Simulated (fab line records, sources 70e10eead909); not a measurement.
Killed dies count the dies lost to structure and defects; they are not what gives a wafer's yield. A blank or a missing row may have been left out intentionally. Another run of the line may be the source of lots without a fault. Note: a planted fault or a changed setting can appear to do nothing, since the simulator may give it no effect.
Matching of chambers + flow nand harc + 4 sister chambers for NHARC_A_M0_STRIP_18 on rie diel-08
The step strips in N2/H2. 8 wafers are shown with their chamber, then 8 later ones without.

== WAFERS PAIRED WITH THEIR CHAMBERS ==
| wafer  | chamber | drypump motor current A (A) | rf vpp V (V) |
|--------|---------|-----------------------------|--------------|
| L081.5 | 3       | 5.42                        | 89.8         |
| L082.3 | 0       | 6.28                        | 90.7         |
| L082.4 | 2       | 5.94                        | 89.9         |
| L082.6 | 2       | 5.93                        | 89.0         |
| L086.1 | 1       | 5.63                        | 93.1         |
| L086.3 | 3       | 5.41                        | 90.6         |
| L086.5 | 0       | 6.25                        | 90.1         |
| L093.2 | 1       | 5.62                        | 92.2         |

== WAFERS WITHOUT THEIR CHAMBER ==
| wafer  | drypump motor current A (A) | rf vpp V (V) |
|--------|-----------------------------|--------------|
| L093.3 | 6.26                        | 89.1         |
| L093.6 | 5.94                        | 91.8         |
| L097.2 | 6.30                        | 89.3         |
| L097.3 | 5.92                        | 89.1         |
| L097.6 | 5.92                        | 90.1         |
| L096.1 | 5.59                        | 91.4         |
| L096.3 | 6.29                        | 90.8         |
| L096.4 | 5.40                        | 90.7         |

== WHICH CHAMBER EACH WENT THROUGH ==
| wafer  | from the rows above | in truth |
|--------|---------------------|----------|
| L093.3 | 0                   | 0        |
| L093.6 | 2                   | 2        |
| L097.2 | 0                   | 0        |
| L097.3 | 2                   | 2        |
| L097.6 | 2                   | 2        |
| L096.1 | 1                   | 1        |
| L096.3 | 0                   | 0        |
| L096.4 | 3                   | 3        |
Correctly placed: 8 of 8. Not placeable from these rows: 0. Wrongly placed: 0.
How it was worked out, from the rows above alone: a wafer's distance from a chamber is the root of the sum, over the readings, of the square of ((its reading less the chamber's mean) divided by the reading's scatter). If the next closest chamber is less than 2 further off than the closest, the wafer can't be placed; otherwise it belongs to the closest. For every chamber, the mean is computed from those of its wafers that are shown. The scatter is the square root of a quotient: the sum, over the shown wafers, of each reading's squared deviation from its chamber's mean, divided by wafers minus chambers.
